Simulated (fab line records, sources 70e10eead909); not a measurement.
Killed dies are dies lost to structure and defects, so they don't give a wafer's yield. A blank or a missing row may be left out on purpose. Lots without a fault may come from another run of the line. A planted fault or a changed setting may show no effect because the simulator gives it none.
Chamber matching | flow nand_harc | NHARC_A_WL_FILL_ALD_19 on ald_metal-02: 4 sister chambers
The step deposits TiN, target thk 2 nm, pulse time 3 s, ald cycles 100. 16 wafers are shown with their chamber, then 8 later ones without.

WAFERS WITH THEIR CHAMBER
wafer  | chamber | heater_power_w (W) | precursor_pulse_height_rel
L077.2 | 3       | 1134               | 1.035
L077.3 | 1       | 1097               | 0.973
L077.5 | 3       | 1130               | 1.006
L081.1 | 0       | 982                | 0.942
L081.2 | 3       | 1126               | 1.004
L081.3 | 2       | 1087               | 0.987
L083.2 | 0       | 1005               | 0.981
L083.4 | 2       | 1071               | 0.995
L083.6 | 2       | 1064               | 1.001
L084.2 | 2       | 1095               | 1.034
L084.4 | 3       | 1164               | 1.037
L084.6 | 1       | 1082               | 1.032
L088.1 | 2       | 1086               | 0.996
L088.4 | 1       | 1141               | 0.982
L088.5 | 0       | 966                | 0.985
L090.3 | 0       | 958                | 1.005

SIGNATURES (means of the wafers above)
reading                    | chamber 0 | chamber 1 | chamber 2 | chamber 3 | scatter within a chamber
heater_power_w             | 977.75    | 1106.67   | 1080.60   | 1138.50   | 19.8
precursor_pulse_height_rel | 0.97825   | 0.99567   | 1.00260   | 1.02050   | 0.0231
Rule: a wafer's distance from a chamber is the root of the sum, over the readings, of the square of ((its reading less the chamber's mean) divided by the reading's scatter). The wafer belongs to the nearest chamber; if the next one is less than 2 further off, it can't be placed. The scatter: the root of (the sum of the squares of (reading less its chamber's mean) over the shown wafers, divided by (wafers less chambers)).

WAFERS WITHOUT THEIR CHAMBER
wafer  | heater_power_w (W) | precursor_pulse_height_rel
L090.4 | 1095               | 1.020
L090.5 | 1175               | 0.973
L093.3 | 1199               | 0.990
L093.4 | 947                | 0.984
L093.5 | 1114               | 0.995
L097.3 | 959                | 0.998
L097.4 | 1071               | 0.977
L097.6 | 1146               | 1.033

WHICH CHAMBER EACH WENT THROUGH
wafer  | from the rows above          | in truth
L090.4 | can't be placed: 2 or 1 or 3 | 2
L090.5 | can't be placed: 3 or 1      | 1
L093.3 | can't be placed: 3 or 1      | 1
L093.4 | 0                            | 0
L093.5 | can't be placed: 1 or 3 or 2 | 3
L097.3 | 0                            | 0
L097.4 | can't be placed: 2 or 1      | 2
L097.6 | can't be placed: 3 or 1      | 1
Placed correctly: 2 of 8. Can't be placed from these rows: 6 (the true chamber is among the candidates in 6). Placed wrongly: 0.
